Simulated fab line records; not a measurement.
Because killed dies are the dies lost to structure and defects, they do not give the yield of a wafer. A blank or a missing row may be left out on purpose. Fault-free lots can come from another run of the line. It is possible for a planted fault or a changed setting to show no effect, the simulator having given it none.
fab line records | flow nand_harc
record: lots: 5 | wafers: 14 | last_day: 35
route steps=1302 shown A_SGD_CUT@911 A_SLIT@922 END@1302
lots that met no fault: taken from a fault-free run of the same line
start_h: the number of hours between the record's first day and the start of the first shown wafer of the lot | wait_h: hours from the lot's prior step to this one | " same as the row above | L1.1+2: one row covering several wafers at once | - either no value or no given start | * or withheld: withheld | < > ~ a bound
route shown NAME@n: NAME is a module with steps in the file, n the number in the route of the first one | usual: mean/standard deviation taken from wafers without a fault | same: alike in all rows | chamber/n: place in a boat | sites: readings site by site | _std_site: the standard deviation of these | _edge_site: the outer-site mean with the inner-site mean subtracted | radius_mm: how far each site lies from the wafer's centre | mask NAME#n: copy n | behind: the tool/chamber that last shaped the wafer | hold: cause of the lot's hold/its duration in hours/its outcome | device: names the non-switching transistor (n, p or np) | end of line: the same wafers' tests at the end of the route | step lacking rows: just its recipe | killed: not the wafer's yield, but the dies lost to structure and defects at the first sort | map: a wafer's dies, x killed, . not, _ none there
set.NAME: the setting as run; set.NAME@STEP: as run at that earlier step | model.NAME: the simulator's own value behind a step, which no gauge read
a table for each step, a row for each wafer; lots at some steps of the route
services: the hour from which a tool's chamber was out of use, counted from the record's first day as start_h (under 0 if before that day), plus the number of hours and why
== steps ==
step: NHARC_A_SGD_CUT_PRECLEAN_18
recipe: time_s: * | temp_c: 50 | bath_age_min: 0 | chemistry: SC1
step: NHARC_A_SGD_CUT_SRD_19
step: NHARC_A_SGD_CUT_DEP_20
recipe: target_thk_a: 1500 | temp_c: 65 | material: SiO2
step: NHARC_A_SGD_CUT_ANNEAL_27
recipe: temp_c: 450 | time_s: 1800
step: NHARC_A_SGD_CUT_CMP_21
recipe: target_thk_nm: 148.19
usual: motor_current_A: 12.3/1.5 | time_to_endpoint_s: 50/3.7
lot.wafer | tool   | chamber | start_h | wait_h | motor_current_A | time_to_endpoint_s
L661.1    | cmp-01 | 0       | 460.61  | 0.5    | 12.3            | 48
L661.4    | "      | 2       | "       | "      | 14.8            | 52
L661.6    | "      | 0       | "       | "      | 11.3            | 48
L670.3    | cmp-01 | 3       | 557.90  | 0.6    | 14.3            | 52
L670.5    | "      | 1       | "       | "      | 11.3            | 55
L670.6    | "      | 2       | "       | "      | 15.0            | 56
L673.2    | cmp-02 | 2       | 580.10  | 0.8    | 13.1            | 51
L673.6    | "      | 3       | "       | "      | 12.6            | 46
L673.5    | "      | 0       | "       | "      | 10.7            | 48
L680.4    | cmp-01 | 1       | 634.37  | 0.4    | 11.0            | 47
L680.5    | "      | 2       | "       | "      | 14.4            | 49
L684.1    | cmp-01 | 1       | 712.96  | 0.4    | 11.9            | 52
L684.4    | "      | 0       | "       | "      | 11.5            | 47
L684.5    | "      | 1       | "       | "      | 11.3            | 53
step: NHARC_A_SGD_CUT_THK_MEAS_22
recipe: thk_meas_gauge: ellipsometry
usual: thk_nm: 148.4/1.5
lot.wafer | tool          | chamber | start_h | wait_h | thk_nm
L661.1    | film_metro-01 | -       | 460.83  | 0.2    | 146.6
L661.4    | "             | -       | "       | "      | 149.0
L661.6    | "             | -       | "       | "      | 146.9
L670.3    | film_metro-01 | -       | 558.11  | 0.2    | 149.5
L670.5    | "             | -       | "       | "      | 148.9
L670.6    | "             | -       | "       | "      | 148.2
L673.2    | film_metro-02 | -       | 580.28  | 0.2    | 147.0
L673.5    | "             | -       | "       | "      | 145.0
L673.6    | "             | -       | "       | "      | 146.6
L680.4    | film_metro-01 | -       | 634.55  | 0.2    | 149.4
L680.5    | "             | -       | "       | "      | 150.0
L684.1    | film_metro-02 | -       | 713.22  | 0.2    | 148.6
L684.4    | "             | -       | "       | "      | 147.0
L684.5    | "             | -       | "       | "      | 148.9
step: NHARC_A_SGD_CUT_SRD_23
step: NHARC_A_SGD_CUT_ETCH_26
recipe: target_depth_a: 458 | chemistry: dHF | material: SiO2
step: NHARC_A_SGD_CUT_ETCHBACK_24
recipe: target_depth_a: 500 | over_etch_frac: 0.3 | time_s: 92.857 | ion_energy_ev: 120 | ch3f_flow_sccm: 50 | o2_flow_sccm: 30 | ar_flow_sccm: 200 | rf_w: 500 | bias_w: 100 | chemistry: CH3F/O2
step: NHARC_A_SGD_CUT_STRIP_28
recipe: time_s: 20 | o2_flow_sccm: 500 | ar_flow_sccm: 0 | bias_w: 0 | chemistry: O2
step: NHARC_A_SGD_CUT_INSPECT_25
usual: raw_defect_count: 379/87
lot.wafer | tool              | chamber | start_h | wait_h | raw_defect_count
L661.1    | defect_inspect-02 | -       | 461.36  | -      | 232
L661.4    | "                 | -       | "       | "      | 295
L661.6    | "                 | -       | "       | "      | 324
L670.3    | defect_inspect-01 | -       | 558.57  | -      | 438
L670.5    | "                 | -       | "       | "      | 331
L670.6    | "                 | -       | "       | "      | 406
L673.2    | defect_inspect-01 | -       | 580.84  | -      | 348
L673.5    | "                 | -       | "       | "      | 298
L673.6    | "                 | -       | "       | "      | 284
L680.4    | defect_inspect-02 | -       | 635.01  | -      | 369
L680.5    | "                 | -       | "       | "      | 390
L684.1    | defect_inspect-02 | -       | 713.68  | -      | 348
L684.4    | "                 | -       | "       | "      | 255
L684.5    | "                 | -       | "       | "      | 369
step: NHARC_A_SLIT_DEP_25
recipe: target_thk_a: 2000 | temp_c: 400 | pressure_torr: 6.5 | rf_w: 900 | teos_flow_sccm: 161.4 | flow_sccm: 2650 | target_thk_nm: 200 | gas: O2 | material: SiO2
usual: heater_power_w: 596/63 | rf_fwd_power_W: 897.7/2.6 | throttle_valve_pct: 16.1/0.47
lot.wafer | tool     | chamber | start_h | wait_h | heater_power_w | rf_fwd_power_W | throttle_valve_pct
L661.1    | pecvd-02 | 2       | 461.42  | 0.1    | 575            | 895.0          | 15.5
L661.6    | "        | 2       | "       | "      | 608            | 895.1          | 15.6
L661.4    | "        | 1       | "       | "      | 479            | 893.6          | 16.2
L670.3    | pecvd-04 | 1       | 558.72  | 0.1    | 485            | 894.8          | 16.5
L670.6    | "        | 2       | "       | "      | 628            | 897.0          | 15.8
L670.5    | "        | 0       | "       | "      | 550            | 898.2          | 16.5
L673.2    | pecvd-02 | 2       | 580.94  | 0.1    | 472            | 898.3          | 15.8
L673.5    | "        | 1       | "       | "      | 487            | 896.4          | 15.9
L673.6    | "        | 0       | "       | "      | 552            | 893.7          | 16.1
L680.4    | pecvd-02 | 1       | 635.19  | 0.2    | 571            | 897.3          | 15.5
L680.5    | "        | 0       | "       | "      | 565            | 899.7          | 15.2
L684.1    | pecvd-04 | 0       | 713.83  | 0.1    | 662            | 898.2          | 16.6
L684.5    | "        | 1       | "       | "      | 572            | 901.1          | 16.3
L684.4    | "        | 0       | "       | "      | 649            | 897.2          | 16.6
step: NHARC_A_SLIT_DEP_00
recipe: target_thk_a: 62000 | temp_c: 400 | material: aC
usual: throttle_valve_pct: 35.000/0.008
lot.wafer | tool       | chamber | start_h | wait_h | throttle_valve_pct
L661.1    | acl_dep-01 | 0       | 462.34  | -      | 35.000
L661.4    | "          | 0       | 464.22  | -      | 34.995
L661.6    | "          | 0       | 465.47  | -      | 34.983
L670.3    | acl_dep-03 | 0       | 564.22  | -      | 34.999
L670.5    | "          | 0       | 565.50  | -      | 34.998
L670.6    | "          | 0       | "       | "      | 35.000
L673.2    | acl_dep-03 | 0       | 584.95  | -      | 35.004
L673.5    | "          | 0       | 586.82  | -      | 34.996
L673.6    | "          | 0       | "       | "      | 34.989
L680.4    | acl_dep-01 | 0       | 643.87  | -      | 34.986
L680.5    | "          | 0       | "       | "      | 34.998
L684.1    | acl_dep-02 | 0       | 714.09  | -      | 35.001
L684.4    | "          | 0       | 715.94  | -      | 35.006
L684.5    | "          | 0       | "       | "      | 35.006
step: NHARC_A_SLIT_DEP_23
recipe: target_thk_a: 1000 | target_thk_nm: 100 | temp_c: 400 | pressure_torr: 3.5 | flow_sccm: 200 | rf_w: 350 | material: SiON
step: NHARC_A_SLIT_DEHYDRATE_01
recipe: temp_c: 150 | time_s: 120
step: NHARC_A_SLIT_HMDS_02
recipe: time_s: 30
step: NHARC_A_SLIT_COAT_03
recipe: spin_rpm: 1500 | resist_thk_nm: 90
step: NHARC_A_SLIT_SOFTBAKE_04
recipe: temp_c: 105 | time_s: 55
step: NHARC_A_SLIT_EBR_05
step: NHARC_A_SLIT_EXPOSE_06
recipe: na: 1.35 | dose_mj: 60.82 | mask_id: SLIT
step: NHARC_A_SLIT_PEB_07
recipe: peb_temp_c: 100 | peb_time_s: 65
step: NHARC_A_SLIT_DEVELOP_08
recipe: develop_time_s: 35 | dev_temp_c: 23
step: NHARC_A_SLIT_CD_MEAS_09
recipe: target_cd_nm: 300 | landing_energy_ev: 500
usual: cd_nm: 300.1/0.73
lot.wafer | tool      | chamber | start_h | wait_h | cd_nm
L661.1    | cd_sem-03 | 0       | 466.80  | -      | 299.8
L661.4    | "         | 0       | "       | "      | 299.1
L661.6    | "         | 0       | "       | "      | 298.6
L670.3    | cd_sem-01 | 0       | 567.45  | -      | 300.0
L670.5    | "         | 0       | "       | "      | 300.0
L670.6    | "         | 0       | "       | "      | 300.7
L673.2    | cd_sem-02 | 0       | 588.77  | -      | 301.6
L673.5    | "         | 0       | "       | "      | 301.4
L673.6    | "         | 0       | "       | "      | 300.7
L680.4    | cd_sem-01 | 0       | 646.56  | -      | 300.0
L680.5    | "         | 0       | "       | "      | 299.5
L684.1    | cd_sem-01 | 0       | 718.35  | -      | 299.7
L684.4    | "         | 0       | "       | "      | 299.4
L684.5    | "         | 0       | "       | "      | 300.0
step: NHARC_A_SLIT_OVL_MEAS_10
usual: overlay_x_nm: 0.0/0.82 | overlay_y_nm: 0.2/0.72
lot.wafer | tool       | chamber | start_h | wait_h | overlay_x_nm | overlay_y_nm
L661.1    | overlay-02 | -       | 466.88  | -      | 0.0          | 0.8
L661.4    | "          | -       | "       | "      | 0.2          | 0.4
L661.6    | "          | -       | "       | "      | 0.1          | 1.1
L670.3    | overlay-01 | -       | 567.53  | -      | -0.4         | 0.2
L670.5    | "          | -       | "       | "      | -0.1         | -0.1
L670.6    | "          | -       | "       | "      | 0.0          | 0.1
L673.2    | overlay-02 | -       | 588.86  | -      | 0.5          | -0.8
L673.5    | "          | -       | "       | "      | -0.1         | -0.3
L673.6    | "          | -       | "       | "      | 0.2          | -0.3
L680.4    | overlay-01 | -       | 646.64  | -      | -1.9         | -0.5
L680.5    | "          | -       | "       | "      | -1.5         | -0.7
L684.1    | overlay-01 | -       | 718.44  | -      | -1.0         | -0.6
L684.4    | "          | -       | "       | "      | -0.8         | 0.1
L684.5    | "          | -       | "       | "      | -0.3         | -0.6
step: NHARC_A_SLIT_INSPECT_11
usual: raw_defect_count: 57/26
lot.wafer | tool              | chamber | start_h | wait_h | raw_defect_count
L661.1    | defect_inspect-01 | -       | 466.92  | 0.0    | 21
L661.4    | "                 | -       | "       | "      | 20
L661.6    | "                 | -       | "       | "      | 23
L670.3    | defect_inspect-02 | -       | 567.57  | 0.0    | 44
L670.5    | "                 | -       | "       | "      | 34
L670.6    | "                 | -       | "       | "      | 36
L673.2    | defect_inspect-01 | -       | 588.89  | 0.0    | 48
L673.5    | "                 | -       | "       | "      | 56
L673.6    | "                 | -       | "       | "      | 62
L680.4    | defect_inspect-01 | -       | 646.68  | 0.0    | 36
L680.5    | "                 | -       | "       | "      | 31
L684.1    | defect_inspect-02 | -       | 718.48  | 0.0    | 8
L684.4    | "                 | -       | "       | "      | 17
L684.5    | "                 | -       | "       | "      | 12
step: NHARC_A_SLIT_DESCUM_14
recipe: time_s: 3 | o2_flow_sccm: 200 | ar_flow_sccm: 0 | bias_power_w: 0 | chemistry: O2
usual: drypump_motor_current_A: 5.8/0.45 | oes_product_au: 0.997/0.011 | rf_vpp_V: 57.7/0.9 | showerhead_plenum_p_Torr: 1.89/0.077 | throttle_valve_pct: 11.312/0.0084
lot.wafer | tool        | chamber | start_h | wait_h | drypump_motor_current_A | oes_product_au | rf_hours_counter_h | rf_vpp_V | showerhead_plenum_p_Torr | throttle_valve_pct
L661.1    | rie_diel-11 | 1       | 466.98  | 0.1    | 5.5                     | 0.987          | 1.5                | 57.0     | 1.78                     | 11.315
L661.4    | "           | 0       | "       | "      | 5.8                     | 0.997          | 1.7                | 58.2     | 1.97                     | 11.301
L661.6    | "           | 1       | "       | "      | 5.5                     | 0.982          | -                  | 57.8     | 1.78                     | 11.311
L670.3    | rie_diel-09 | 1       | 567.63  | 0.1    | 5.2                     | 1.001          | 2.9                | 58.4     | 1.87                     | 11.299
L670.5    | "           | 1       | "       | "      | 5.2                     | 1.003          | -                  | 57.5     | 1.87                     | 11.305
L670.6    | "           | 2       | "       | "      | 6.3                     | 1.010          | -                  | 56.2     | 1.95                     | 11.307
L673.2    | rie_diel-09 | 2       | 588.96  | 0.1    | 6.3                     | 1.007          | 4.5                | 57.7     | 1.94                     | 11.314
L673.5    | "           | 1       | "       | "      | 5.2                     | 1.002          | -                  | 58.3     | 1.87                     | 11.306
L673.6    | "           | 2       | "       | "      | 6.4                     | 1.010          | -                  | 59.5     | 1.94                     | 11.315
L680.4    | rie_diel-05 | 2       | 646.74  | 0.1    | 5.1                     | 1.011          | 1.5                | 57.0     | 1.88                     | 11.312
L680.5    | "           | 1       | "       | "      | 5.5                     | 1.015          | -                  | 58.6     | 1.94                     | 11.318
L684.1    | rie_diel-11 | 3       | 718.54  | 0.1    | 6.3                     | 1.004          | 5.7                | 58.2     | 2.00                     | 11.314
L684.4    | "           | 2       | "       | "      | 5.4                     | 0.995          | 5.8                | 56.9     | 1.87                     | 11.314
L684.5    | "           | 0       | "       | "      | 5.9                     | 1.000          | -                  | 59.6     | 1.96                     | 11.313
step: NHARC_A_SLIT_ETCH_24
recipe: target_depth_a: 1210 | time_s: 60.5 | cf4_flow_sccm: 100 | chf3_flow_sccm: 30 | ar_flow_sccm: 0 | rf_w: 500 | bias_w: 200 | chemistry: CF4/CHF3
step: NHARC_A_SLIT_ETCH_15
recipe: target_depth_a: 62000 | over_etch_frac: 0.3 | time_s: 1612 | ion_energy_ev: 150 | o2_flow_sccm: 400 | cos_flow_sccm: 20 | ar_flow_sccm: 0 | rf_w: 500 | bias_w: 300 | chemistry: O2/COS
usual: drypump_motor_current_A: 5.8/0.44 | oes_product_au: 0.996/0.01 | rf_fwd_power_W: 499.9/1.6 | rf_vpp_V: 313.6/1.9 | showerhead_plenum_p_Torr: 3.08/0.12 | throttle_valve_pct: 28.331/0.009
lot.wafer | tool        | chamber | start_h | wait_h | drypump_motor_current_A | oes_product_au | rf_fwd_power_W | rf_hours_counter_h | rf_vpp_V | showerhead_plenum_p_Torr | throttle_valve_pct
L661.4    | rie_diel-11 | 2       | -       | -      | 5.4                     | 0.989          | 500.5          | 2.1                | 313.7    | 3.06                     | 28.320
L661.1    | "           | 0       | "       | "      | 5.8                     | 0.999          | 498.8          | 1.9                | 316.5    | 3.21                     | 28.341
L661.6    | "           | 1       | "       | "      | 5.6                     | 0.981          | 500.2          | -                  | 312.3    | 2.91                     | 28.337
L670.3    | rie_diel-09 | 1       | -       | -      | 5.2                     | 1.003          | 501.9          | 3.2                | 313.0    | 3.05                     | 28.334
L670.6    | "           | 1       | "       | "      | 5.2                     | 1.002          | 497.0          | -                  | 313.2    | 3.05                     | 28.328
L670.5    | "           | 2       | "       | "      | 6.3                     | 1.010          | 500.9          | -                  | 315.3    | 3.17                     | 28.321
L673.2    | rie_diel-09 | 2       | -       | -      | 6.3                     | 1.003          | 503.0          | 4.7                | 313.5    | 3.17                     | 28.330
L673.5    | "           | 1       | "       | "      | 5.2                     | 1.006          | 500.3          | -                  | 314.7    | 3.05                     | 28.337
L673.6    | "           | 2       | "       | "      | 6.3                     | 1.001          | 502.0          | -                  | 313.8    | 3.17                     | 28.331
L680.4    | rie_diel-05 | 0       | -       | -      | 6.0                     | 1.006          | 499.5          | 2.3                | 316.2    | 3.19                     | 28.317
L680.5    | "           | 1       | "       | "      | 5.6                     | 1.002          | 500.3          | -                  | 315.8    | 3.16                     | 28.339
L684.1    | rie_diel-11 | 3       | -       | -      | 6.3                     | 1.001          | 500.6          | 5.9                | 315.7    | 3.26                     | 28.335
L684.4    | "           | 0       | "       | "      | 5.8                     | 0.980          | 500.2          | 6.5                | 315.6    | 3.20                     | 28.335
L684.5    | "           | 2       | "       | "      | 5.4                     | 0.978          | 500.2          | -                  | 311.7    | 3.05                     | 28.339
step: NHARC_A_SLIT_ETCH_17
recipe: bias_v: 900 | source_w: withheld | pressure_mtorr: 20 | ar_flow_sccm: 375 | c4f8_flow_sccm: 83.3 | o2_flow_sccm: 41.7 | time_s: 4254.5 | target_depth_a: 2.03e+05 | chemistry: C4F8/O2/Ar
step: NHARC_A_SLIT_ETCH_26
recipe: bias_v: 400 | source_w: 2000 | pressure_mtorr: 25 | time_s: 90 | ar_flow_sccm: 375 | c4f8_flow_sccm: 41.7 | o2_flow_sccm: 83.3 | target_depth_a: 4000 | chemistry: C4F8/O2/Ar
step: NHARC_A_SLIT_STRIP_28
recipe: o2_flow_sccm: 400 | cos_flow_sccm: 20 | ar_flow_sccm: 0 | bias_w: 0 | chemistry: O2/COS
step: NHARC_A_SLIT_ETCH_29
recipe: target_depth_a: 1000 | overetch_a: 100 | time_s: 55 | ion_energy_ev: 100 | cf4_flow_sccm: 80 | o2_flow_sccm: 20 | ar_flow_sccm: 0 | rf_w: 300 | bias_w: 100 | chemistry: CF4/O2
usual: cf4_flow_sccm: 80.00/0.23 | drypump_motor_current_A: 5.9/0.47 | oes_product_au: 0.998/0.01 | rf_fwd_power_W: 297.0/1.2 | rf_vpp_V: 197.4/1.3 | showerhead_plenum_p_Torr: 1.32/0.049 | throttle_valve_pct: 13.397/0.0088
lot.wafer | tool        | chamber | start_h | wait_h | cf4_flow_sccm | drypump_motor_current_A | oes_product_au | rf_fwd_power_W | rf_hours_counter_h | rf_vpp_V | showerhead_plenum_p_Torr | throttle_valve_pct
L661.1    | rie_diel-11 | 0       | 472.72  | 0.1    | 80.21         | 5.7                     | 1.001          | 295.3          | 2.2                | 198.1    | 1.37                     | 13.386
L661.4    | "           | 1       | "       | "      | 80.26         | 5.6                     | 0.977          | 298.9          | 2.4                | 196.3    | 1.24                     | 13.401
L661.6    | "           | 3       | "       | "      | 79.61         | 6.3                     | 1.005          | 298.4          | -                  | 199.3    | 1.40                     | 13.389
L670.3    | rie_diel-09 | 2       | 577.38  | 0.1    | 80.28         | 6.3                     | 1.005          | 296.5          | 3.3                | 197.1    | 1.36                     | 13.410
L670.6    | "           | 1       | "       | "      | 80.33         | 5.2                     | 1.002          | 296.7          | -                  | 197.0    | 1.30                     | 13.398
L670.5    | "           | 2       | "       | "      | 80.05         | 6.3                     | 1.012          | 298.2          | -                  | 198.1    | 1.36                     | 13.404
L673.2    | rie_diel-09 | 1       | 595.82  | 0.1    | 79.88         | 5.2                     | 1.005          | 296.6          | 5.8                | 198.5    | 1.30                     | 13.401
L673.5    | "           | 1       | "       | "      | 79.72         | 5.2                     | 0.993          | 296.2          | -                  | 195.6    | 1.30                     | 13.390
L673.6    | "           | 2       | "       | "      | 80.15         | 6.3                     | 1.008          | 297.4          | -                  | 197.6    | 1.36                     | 13.395
L680.4    | rie_diel-11 | 1       | 652.46  | 0.1    | 80.19         | 5.6                     | 0.968          | 296.7          | 2.3                | 196.8    | 1.24                     | 13.401
L680.5    | "           | 1       | "       | "      | 80.44         | 5.6                     | 0.968          | 298.1          | -                  | 195.9    | 1.24                     | 13.402
L684.4    | rie_diel-09 | 0       | 724.30  | 0.1    | 79.37         | 6.2                     | 1.013          | 296.8          | 2.6                | 195.1    | 1.24                     | 13.409
L684.1    | "           | 1       | "       | "      | 80.04         | 5.2                     | 1.000          | 297.3          | 3.1                | 197.1    | 1.30                     | 13.413
L684.5    | "           | 2       | "       | "      | 80.42         | 6.3                     | 1.013          | 296.9          | -                  | 197.0    | 1.36                     | 13.392
step: NHARC_A_SLIT_STRIP_18
recipe: o2_flow_sccm: 500 | ar_flow_sccm: 0 | bias_w: 0 | chemistry: O2
step: NHARC_A_SLIT_PRECLEAN_19
recipe: time_s: * | temp_c: 50 | bath_age_min: 0 | chemistry: SC1
step: NHARC_A_SLIT_SRD_20
step: NHARC_A_SLIT_CD_MEAS_21
usual: cd_nm: 289.2/0.98
lot.wafer | tool      | chamber | start_h | wait_h | cd_nm
L661.1    | cd_sem-02 | -       | 473.26  | -      | 288.7
L661.4    | "         | -       | "       | "      | 289.1
L661.6    | "         | -       | "       | "      | 289.1
L670.3    | cd_sem-03 | -       | 577.91  | -      | 288.4
L670.5    | "         | -       | "       | "      | 288.4
L670.6    | "         | -       | "       | "      | 288.9
L673.2    | cd_sem-03 | -       | 596.36  | -      | 289.5
L673.5    | "         | -       | "       | "      | 290.2
L673.6    | "         | -       | "       | "      | 289.4
L680.4    | cd_sem-01 | -       | 653.00  | -      | 289.4
L680.5    | "         | -       | "       | "      | 289.3
L684.1    | cd_sem-01 | -       | 724.82  | -      | 290.0
L684.4    | "         | -       | "       | "      | 290.8
L684.5    | "         | -       | "       | "      | 290.0
step: NHARC_END_SORT_01
recipe: temp_c: 25
usual: killed_at_array: 54/18 | killed_at_other: 0.9/1.2 | killed_at_periphery: 4.4/2.9 | killed_dies: 59/18 | killed_open: 3.2/1.8 | killed_short: 2.6/1.8
same: gross_dies: 677
lot.wafer | tool      | chamber | start_h | wait_h | killed_at_array | killed_at_other | killed_at_periphery | killed_dies | killed_open | killed_short
L680.4    | prober-01 | 0       | 764.02  | 3.4    | 669             | 0               | 8                   | 677         | 7           | 2
L680.5    | prober-01 | 0       | 764.82  | 3.7    | 669             | 1               | 7                   | 677         | 2           | 3
killed by level:class
L680.4 A_SLIT:area_dep=607 A_SLIT:chamber_film_flake=23 A_CHANNEL_HOLE_D1:chamber_film_flake=10 A_CONTACT:chamber_film_flake=10 P_CONTACT:chamber_film_flake=5 A_ZERO_WELL:chamber_film_flake=4 A_SGD_CUT:chamber_film_flake=4 A_STAIRCASE:chamber_film_flake=3
L680.5 A_SLIT:area_dep=618 A_SLIT:chamber_film_flake=26 A_CHANNEL_HOLE_D1:chamber_film_flake=9 A_CONTACT:chamber_film_flake=6 P_CONTACT:chamber_film_flake=4 A_STAIRCASE:chamber_film_flake=2 A_SGD_CUT:chamber_film_flake=2 P_CONTACT:geometric_particle:short=1
map L680.4 (x killed, . not)
____________x____________
_________xxxxxxx_________
_______xxxxxxxxxxx_______
______xxxxxxxxxxxxx______
_____xxxxxxxxxxxxxxx_____
____xxxxxxxxxxxxxxxxx____
____xxxxxxxxxxxxxxxxx____
___xxxxxxxxxxxxxxxxxxx___
___xxxxxxxxxxxxxxxxxxx___
__xxxxxxxxxxxxxxxxxxxxx__
__xxxxxxxxxxxxxxxxxxxxx__
_xxxxxxxxxxxxxxxxxxxxxxx_
_xxxxxxxxxxxxxxxxxxxxxxx_
_xxxxxxxxxxxxxxxxxxxxxxx_
_xxxxxxxxxxxxxxxxxxxxxxx_
_xxxxxxxxxxxxxxxxxxxxxxx_
xxxxxxxxxxxxxxxxxxxxxxxxx
xxxxxxxxxxxxxxxxxxxxxxxxx
xxxxxxxxxxxxxxxxxxxxxxxxx
xxxxxxxxxxxxxxxxxxxxxxxxx
xxxxxxxxxxxxxxxxxxxxxxxxx
_xxxxxxxxxxxxxxxxxxxxxxx_
_xxxxxxxxxxxxxxxxxxxxxxx_
_xxxxxxxxxxxxxxxxxxxxxxx_
_xxxxxxxxxxxxxxxxxxxxxxx_
_xxxxxxxxxxxxxxxxxxxxxxx_
__xxxxxxxxxxxxxxxxxxxxx__
__xxxxxxxxxxxxxxxxxxxxx__
___xxxxxxxxxxxxxxxxxxx___
___xxxxxxxxxxxxxxxxxxx___
____xxxxxxxxxxxxxxxxx____
____xxxxxxxxxxxxxxxxx____
_____xxxxxxxxxxxxxxx_____
______xxxxxxxxxxxxx______
_______xxxxxxxxxxx_______
_________xxxxxxx_________
____________x____________
map L661.6 (x killed, . not)
____________.____________
_________x......_________
_______..........._______
______.x........xx.______
_____..............._____
____.................____
____...x.............____
___..x................___
___..................x___
__.....................__
__....x................__
_......x...........x...._
_......................._
_.....x................._
_......................._
_.x......x.............._
......x.....x.......x....
.........................
.......x......x.......x.x
......x...x..............
...x.................x...
_......................._
_.......x..............._
_......x............x.x._
_....x.............x...._
_......................._
__.....................__
__.....................__
___...................___
___...................___
____.................____
____.................____
_____..............._____
______.............______
_______...x......._______
_________......._________
____________.____________
== services ==
tool        | chamber | start_h | hours | kind
pecvd-04    | -       | 450.94  | 13.0  | pm
acl_dep-03  | -       | 453.30  | 10.2  | repair
cmp-01      | -       | 479.58  | 4.0   | pm
acl_dep-03  | -       | 480.93  | 13.0  | pm
pecvd-04    | 2       | 486.61  | 11.9  | repair
pecvd-02    | 2       | 488.54  | 17.8  | repair
rie_diel-09 | -       | 497.11  | 9.0   | pm
rie_diel-09 | 1       | 509.79  | 4.1   | repair
rie_diel-09 | -       | 527.64  | 3.1   | repair
pecvd-04    | 1       | 559.05  | 21.8  | repair
rie_diel-11 | 0       | 562.64  | 2.9   | repair
cmp-01      | -       | 577.58  | 4.0   | pm
rie_diel-11 | 0       | 580.64  | 4.6   | repair
pecvd-02    | -       | 589.48  | 13.0  | pm
rie_diel-11 | 0       | 601.30  | 7.9   | repair
rie_diel-11 | -       | 609.91  | 9.0   | pm
pecvd-02    | 1       | 623.88  | 1.8   | repair
rie_diel-09 | 1       | 634.20  | 13.8  | repair
pecvd-02    | 1       | 653.16  | 6.5   | repair
cmp-01      | -       | 656.72  | 1.1   | repair
rie_diel-09 | -       | 674.15  | 9.0   | pm
cmp-01      | -       | 675.58  | 4.0   | pm
cmp-01      | -       | 690.80  | 0.3   | repair
cmp-01      | -       | 723.39  | 2.4   | repair
== key ==
first_sign: step: NHARC_END_SORT_01 | reading: killed_at_array | direction: up | sigmas: 34 | usual: 54 | struck: 669
effect: step: NHARC_END_SORT_01 | reading: killed_dies | direction: up | sigmas: 34 | usual: 59 | struck: 677
more_kills_born_at: NHARC_A_SLIT_DEP_00@acl_dep-01: 1225
met_at NHARC_A_SLIT_DEP_00
struck_wafers L680.4,L680.5
later_rows_left_out L680.4,L680.5
tester_left_out L680
onset_between 462.34 643.87
also_fits NHARC_A_SLIT_DEP_25:pecvd-02,NHARC_A_SLIT_DESCUM_14:rie_diel-05,NHARC_A_SLIT_ETCH_15:rie_diel-05,NHARC_A_SLIT_ETCH_29:rie_diel-11
fault: kind: process_parameter_drift | tool: acl_dep-01 | chamber: 0 | onset_h: 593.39 | steps: NHARC_A_SLIT_DEP_00 | channel: target_thk_a | offset: * | shape: step | acts_in: * | stated: *
tester_left_out: of these lots the tester's yield and bins aren't shown, on N5 and GAA mostly nor the transistor test; their killed dies are dies lost to structure and defects alone, not to doping, threshold or leakage, so they don't give the yield
later_rows_left_out: the simulator's readings of these wafers behind a module that went badly wrong aren't trusted and aren't shown, but for the sort
